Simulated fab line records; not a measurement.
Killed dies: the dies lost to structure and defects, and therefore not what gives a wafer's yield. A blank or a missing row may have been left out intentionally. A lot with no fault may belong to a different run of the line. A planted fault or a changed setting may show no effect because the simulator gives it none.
fab line records ; flow n5Finfet
[record] lots = 12; wafers = 36; lastDay = 18
route steps=1938 shown BEOL_M8@1399 BEOL_M9@1401 PASSIVATION@1936
lots with no fault: from the same line, run without faults
startH: hours from the record's opening day to when the first of the lot's shown wafers began ; waitH: hours since the lot's step before ; " repeats the value in the row above ; L1.1+2: a row that stands for several wafers ; - either no value or no given start ; * or withheld: withheld ; < > ~ a bound
route shown NAME@n: names a module that has steps shown in the file, with the first one's number in the route ; usual: average and standard deviation across the fault-free wafers ; same: alike in all rows ; chamber/n: place in a boat ; sites: the reading at each site ; _std_site: standard deviation across them ; _edge_site: mean of outer sites minus mean of inner sites ; radiusMm: how far each site lies from the wafer's centre ; mask NAME#n: copy n ; behind: the tool/chamber that last shaped the wafer ; hold: reason for holding the lot/hours on hold/outcome of the hold ; device: transistor that didn't switch, given as n, p or np ; end of line: tests run on the same wafers once the route is complete ; where a step has no rows: the recipe by itself ; killed: the dies lost at the first sort to structure and to defects; this is not the yield of the wafer ; map: dies across one wafer; x = killed, . = not, _ = none there
set.NAME: setting as actually run; set.NAME@STEP: the setting as run at that earlier step ; model.NAME: the simulator's own value behind a step, which no gauge read
steps of the route over a sample of lots; a table a step, a row a wafer
services: when a tool's chamber went out of use (startH, in hours from the record's first day, below 0 if earlier), for how many hours, and the reason
[[steps]]
[step N5_BEOL_M8_RS_MEAS_57]
[recipe] thkMeasGauge = four-point-probe; reads = Cu_of_BEOL_M8_ECD_50+Co_of_BEOL_M8_CVD_78+TaN_of_BEOL_M8_ALD_77
[usual] M8_RS = 0.286/0.0081
lot.wafer;tool;chamber;startH;waitH;M8_RS[ohm/sq]
L609.3;filmMetro-02;-;200.73;0.1;0.284
L609.4;filmMetro-02;-;200.73;0.1;0.271
L609.5;filmMetro-02;-;200.73;0.1;0.289
L613.1;filmMetro-01;-;246.51;0.1;0.282
L613.2;filmMetro-01;-;246.51;0.1;0.269
L613.5;filmMetro-01;-;246.51;0.1;0.293
L612.3;filmMetro-02;-;246.93;0.1;0.274
L612.5;filmMetro-02;-;246.93;0.1;0.284
L612.6;filmMetro-02;-;246.93;0.1;0.288
L614.3;filmMetro-02;-;247.96;0.1;0.266
L614.4;filmMetro-02;-;247.96;0.1;0.280
L614.6;filmMetro-02;-;247.96;0.1;0.284
L616.1;filmMetro-01;-;257.73;0.1;0.285
L616.5;filmMetro-01;-;257.73;0.1;0.291
L616.6;filmMetro-01;-;257.73;0.1;0.291
L621.1;filmMetro-01;-;293.35;0.1;0.287
L621.3;filmMetro-01;-;293.35;0.1;0.291
L621.5;filmMetro-01;-;293.35;0.1;0.286
L624.1;filmMetro-02;-;312.22;0.1;0.284
L624.4;filmMetro-02;-;312.22;0.1;0.306
L624.5;filmMetro-02;-;312.22;0.1;0.276
L625.1;filmMetro-02;-;315.76;0.1;0.285
L625.2;filmMetro-02;-;315.76;0.1;0.278
L625.5;filmMetro-02;-;315.76;0.1;0.293
L628.1;filmMetro-01;-;328.37;0.1;0.293
L628.3;filmMetro-01;-;328.37;0.1;0.292
L628.6;filmMetro-01;-;328.37;0.1;0.288
L630.1;filmMetro-01;-;340.55;0.1;0.289
L630.3;filmMetro-01;-;340.55;0.1;0.285
L630.4;filmMetro-01;-;340.55;0.1;0.278
L631.1;filmMetro-01;-;355.25;0.1;0.284
L631.3;filmMetro-01;-;355.25;0.1;0.292
L631.5;filmMetro-01;-;355.25;0.1;0.293
L632.1;filmMetro-01;-;360.88;0.1;0.289
L632.3;filmMetro-01;-;360.88;0.1;0.293
L632.5;filmMetro-01;-;360.88;0.1;0.283
[step N5_BEOL_M8_INSPECT_58]
[recipe] inspectInstrument = darkfield; mode = postDep
[usual] rawDefectCount = 70/19
lot.wafer;tool;chamber;startH;waitH;rawDefectCount
L609.3;defectInspect-02;-;200.76;0.0;83
L609.4;defectInspect-02;-;200.76;0.0;64
L609.5;defectInspect-02;-;200.76;0.0;82
L613.1;defectInspect-01;-;246.53;0.0;69
L613.2;defectInspect-01;-;246.53;0.0;52
L613.5;defectInspect-01;-;246.53;0.0;88
L612.3;defectInspect-02;-;246.95;0.0;80
L612.5;defectInspect-02;-;246.95;0.0;77
L612.6;defectInspect-02;-;246.95;0.0;64
L614.3;defectInspect-01;-;247.99;0.0;46
L614.4;defectInspect-01;-;247.99;0.0;42
L614.6;defectInspect-01;-;247.99;0.0;39
L616.1;defectInspect-02;-;257.75;0.0;87
L616.5;defectInspect-02;-;257.75;0.0;59
L616.6;defectInspect-02;-;257.75;0.0;54
L621.1;defectInspect-02;-;293.37;0.0;76
L621.3;defectInspect-02;-;293.37;0.0;98
L621.5;defectInspect-02;-;293.37;0.0;58
L624.1;defectInspect-02;-;312.24;0.0;66
L624.4;defectInspect-02;-;312.24;0.0;67
L624.5;defectInspect-02;-;312.24;0.0;70
L625.1;defectInspect-02;-;315.78;0.0;46
L625.2;defectInspect-02;-;315.78;0.0;85
L625.5;defectInspect-02;-;315.78;0.0;52
L628.1;defectInspect-02;-;328.40;0.0;91
L628.3;defectInspect-02;-;328.40;0.0;50
L628.6;defectInspect-02;-;328.40;0.0;81
L630.1;defectInspect-02;-;340.57;0.0;72
L630.3;defectInspect-02;-;340.57;0.0;52
L630.4;defectInspect-02;-;340.57;0.0;43
L631.1;defectInspect-02;-;355.27;0.0;65
L631.3;defectInspect-02;-;355.27;0.0;93
L631.5;defectInspect-02;-;355.27;0.0;67
L632.1;defectInspect-02;-;360.90;0.0;80
L632.3;defectInspect-02;-;360.90;0.0;55
L632.5;defectInspect-02;-;360.90;0.0;71
[step N5_BEOL_M9_ILD_DEP_00]
[recipe] material = SiCOH_lowk; targetThkA = 3085.1; tempC = 300; precursor = DEMS/porogen; pressureTorr = 5; rfW = 500; timeS = 58
[usual] heaterPowerOuterW = 157/41; heaterPowerW = 321/44; rfFwdPowerW = 496.3/1.9; showerheadPlenumPTorr = 5.748/0.015; throttleValvePct = 13.5/0.54
lot.wafer;tool;chamber;startH;waitH;heaterPowerOuterW;heaterPowerW;rfFwdPowerW;showerheadPlenumPTorr;throttleValvePct
L609.3;pecvd-03;1;200.79;0.0;123;281;496.8;5.732;14.8
L609.4;pecvd-03;0;200.79;0.0;144;300;494.9;5.711;13.4
L609.5;pecvd-03;2;200.79;0.0;95;252;496.6;5.762;13.9
L613.1;pecvd-02;2;246.57;0.0;204;389;498.3;5.753;13.4
L613.2;pecvd-02;1;246.57;0.0;182;332;495.4;5.744;13.0
L613.5;pecvd-02;0;246.57;0.0;118;298;497.9;5.742;13.5
L612.3;pecvd-01;1;246.99;0.0;215;384;497.8;5.739;13.5
L612.5;pecvd-01;1;246.99;0.0;226;376;496.7;5.738;13.7
L612.6;pecvd-01;2;246.99;0.0;148;326;493.2;5.767;12.4
L614.3;pecvd-02;1;248.03;0.0;146;293;492.7;5.736;12.9
L614.4;pecvd-02;1;248.03;0.0;154;302;494.5;5.738;13.4
L614.6;pecvd-02;2;248.03;0.0;206;390;494.1;5.749;13.7
L616.1;pecvd-02;2;257.79;0.0;198;391;497.9;5.734;13.4
L616.5;pecvd-02;2;257.79;0.0;202;380;496.6;5.729;13.6
L616.6;pecvd-02;0;257.79;0.0;112;289;496.9;5.738;13.6
L621.1;pecvd-01;0;293.41;0.0;167;331;497.5;5.767;13.4
L621.3;pecvd-01;2;293.41;0.0;110;264;495.9;5.781;12.4
L621.5;pecvd-01;2;293.41;0.0;118;287;492.5;5.776;12.4
L624.1;pecvd-03;2;312.28;0.0;120;289;496.9;5.763;14.3
L624.4;pecvd-03;0;312.28;0.0;165;335;496.5;5.718;13.4
L624.5;pecvd-03;2;312.28;0.0;121;283;497.5;5.766;14.1
L625.1;pecvd-01;0;315.82;0.0;170;323;495.6;5.767;13.4
L625.2;pecvd-01;2;315.82;0.0;161;338;494.0;5.757;12.6
L625.5;pecvd-01;1;315.82;0.0;234;391;496.1;5.752;13.7
L628.1;pecvd-01;0;328.44;0.0;193;362;498.2;5.779;13.6
L628.3;pecvd-01;2;328.44;0.0;157;336;494.0;5.767;12.5
L628.6;pecvd-01;2;328.44;0.0;158;337;493.3;5.775;12.4
L630.1;pecvd-02;1;340.61;0.0;186;340;492.4;5.740;13.0
L630.3;pecvd-02;2;340.61;0.0;195;383;498.6;5.750;13.7
L630.4;pecvd-02;1;340.61;0.0;132;268;493.2;5.736;12.8
L631.1;pecvd-02;2;355.31;0.0;181;354;497.2;5.749;13.7
L631.3;pecvd-02;1;355.31;0.0;158;304;492.9;5.742;13.2
L631.5;pecvd-02;0;355.31;0.0;108;284;498.0;5.740;13.7
L632.1;pecvd-01;1;360.94;0.0;189;334;496.6;5.737;13.8
L632.3;pecvd-01;0;360.94;0.0;181;350;498.9;5.755;13.5
L632.5;pecvd-01;2;360.94;0.0;148;321;493.8;5.768;12.6
[step N5_BEOL_M9_COAT_63]
[recipe] resist = SOC; tempC = 250; timeS = 60; spinRpm = 1500; resistThkNm = 60
[usual] spinSpeedRpm = 1500.3/0.96
lot.wafer;tool;chamber;startH;waitH;spinSpeedRpm
L609.3;lithoTrack-02;0;205.65;0.1;1500.1
L609.4;lithoTrack-02;0;205.65;0.1;1499.1
L609.5;lithoTrack-02;0;205.65;0.1;1500.4
L613.1;lithoTrack-02;0;251.28;2.0;1497.0
L613.2;lithoTrack-02;0;251.28;2.0;1499.1
L613.5;lithoTrack-02;0;251.28;2.0;1499.4
L612.3;lithoTrack-03;0;251.28;1.7;1499.2
L612.5;lithoTrack-03;0;251.28;1.7;1501.9
L612.6;lithoTrack-03;0;251.28;1.7;1499.9
L614.3;lithoTrack-02;0;251.29;1.5;1499.8
L614.4;lithoTrack-02;0;251.29;1.5;1499.0
L614.6;lithoTrack-02;0;251.29;1.5;1500.4
L616.1;lithoTrack-03;0;262.11;0.1;1500.8
L616.5;lithoTrack-03;0;262.11;0.1;1500.7
L616.6;lithoTrack-03;0;262.11;0.1;1499.7
L621.1;lithoTrack-03;0;297.44;1.3;1330.0
L621.3;lithoTrack-03;0;297.44;1.3;1331.9
L621.5;lithoTrack-03;0;297.44;1.3;1332.0
L624.1;lithoTrack-03;0;316.81;1.9;1332.2
L624.4;lithoTrack-03;0;316.81;1.9;1330.3
L624.5;lithoTrack-03;0;316.81;1.9;1332.4
L625.1;lithoTrack-05;0;322.22;3.1;1500.0
L625.2;lithoTrack-05;0;322.22;3.1;1499.7
L625.5;lithoTrack-05;0;322.22;3.1;1499.7
L628.1;lithoTrack-05;0;332.03;1.0;1500.7
L628.3;lithoTrack-05;0;332.03;1.0;1501.1
L628.6;lithoTrack-05;0;332.03;1.0;1500.8
L630.1;lithoTrack-05;0;343.97;0.5;1499.7
L630.3;lithoTrack-05;0;343.97;0.5;1500.7
L630.4;lithoTrack-05;0;343.97;0.5;1499.8
L631.1;lithoTrack-05;0;362.31;1.4;1498.8
L631.3;lithoTrack-05;0;362.31;1.4;1498.8
L631.5;lithoTrack-05;0;362.31;1.4;1500.6
L632.1;lithoTrack-05;0;364.35;0.1;1501.4
L632.3;lithoTrack-05;0;364.35;0.1;1500.9
L632.5;lithoTrack-05;0;364.35;0.1;1502.2
[step N5_PASSIVATION_PROBE_49]
[usual] defectLimitedYield = 90.9/1.4; killed_at_M0_to_M3 = 37/12; killed_at_M4_up = 14/5.3; killedAtContacts = 12/6.2; killedAtFrontEnd = 41/11; killedAtOther = 3.7/2.9; killedDies = 107/17; killedOpen = 71/12; killedShort = 34/7.9; sort_bin_5_function = 5.3/0.95; sort_bin_6_memory = 3.4/0.7; sortNPass = 1073/17; sortYieldPct = 90.9/1.5
[same] grossDies = 1180; killedAtBackSide = 0; sort_bin_4_leakage[%] = 0; sort_bin_8_speed[%] = 0
lot.wafer;tool;chamber;startH;waitH;defectLimitedYield[%];killed_at_M0_to_M3;killed_at_M4_up;killedAtContacts;killedAtFrontEnd;killedAtOther;killedDies;killedOpen;killedShort;sort_bin_5_function[%];sort_bin_6_memory[%];sortNPass;sortYieldPct[%]
L621.1;prober-01;-;353.36;0.0;93.1;36;20;1;24;0;81;58;23;4.3;2.4;1099;93.1
L621.3;prober-01;-;353.46;0.1;90.0;49;26;6;31;6;118;85;32;6.2;3.4;1062;90.0
L621.5;prober-01;-;353.56;0.2;90.3;38;20;4;51;1;114;90;24;6.0;3.4;1066;90.3
// killed by level:class
L621.1 BEOL_M1:geometricParticle:open=15 BEOL_M4:geometricParticle:open=14 BEOL_M3:geometricParticle:open=8 FIN_SAQP:geometricParticle:open=6 GATE_CUT:geometricParticle:short=6 BEOL_M2:geometricParticle:open=5 BEOL_M4:geometricParticle:short=4 FIN_SAQP:geometricParticle:short=2
L621.3 BEOL_M1:geometricParticle:open=17 BEOL_M4:geometricParticle:open=17 FIN_SAQP:geometricParticle:open=12 BEOL_M2:geometricParticle:open=10 FIN_SAQP:geometricParticle:short=7 BEOL_M0_SAQP:geometricParticle:short=6 MOL_CONTACT_COAG:geometricParticle:open=5 PAD_METAL:geometricParticle:open=5
L621.5 FIN_SAQP:geometricParticle:open=28 BEOL_M1:geometricParticle:open=14 BEOL_M4:geometricParticle:open=13 BEOL_M0_SAQP:geometricParticle:short=5 BEOL_M0:geometricParticle:open=5 BEOL_M2:geometricParticle:open=5 STI_FIN_REVEAL:geometricParticle:open=4 MOL_CONTACT_COAG:geometricParticle:open=4
[[services]]
tool;chamber;startH;hours;kind
pecvd-02;0;181.80;2.1;scheduledDown
pecvd-03;0;186.08;5.0;scheduledDown
pecvd-02;1;197.56;2.1;scheduledDown
pecvd-03;0;227.38;25.5;repair
pecvd-01;0;239.72;2.1;scheduledDown
pecvd-01;-;262.81;2.8;pm
pecvd-02;-;265.94;6.0;pm
lithoTrack-02;-;285.67;-;consumableReplace:filter
pecvd-02;-;289.68;2.4;repair
pecvd-03;0;292.95;5.5;scheduledDown
pecvd-03;1;321.47;16.8;repair
pecvd-03;1;338.32;5.5;scheduledDown
pecvd-01;2;343.07;5.0;scheduledDown
pecvd-01;0;348.07;5.5;scheduledDown
[[key]]
[firstSign] step = N5_BEOL_M9_COAT_63; reading = spinSpeedRpm; direction = down; sigmas = 99+; usual = *; struck = *
effect none on later readings
metAt N5_BEOL_M9_COAT_63
struckLots L621,L624
notActingAt N5_BEOL_M8_RS_MEAS_57,N5_BEOL_M8_INSPECT_58,N5_BEOL_M9_ILD_DEP_00
onsetBetween 262.11 297.44
[fault] kind = processParameterDrift; tool = lithoTrack-03; chamber = -; onsetH = 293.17; steps = N5_BEOL_M9_COAT_63; channel = spinRpm; offset = *; shape = step; endH = 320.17; actsIn = *; stated = *
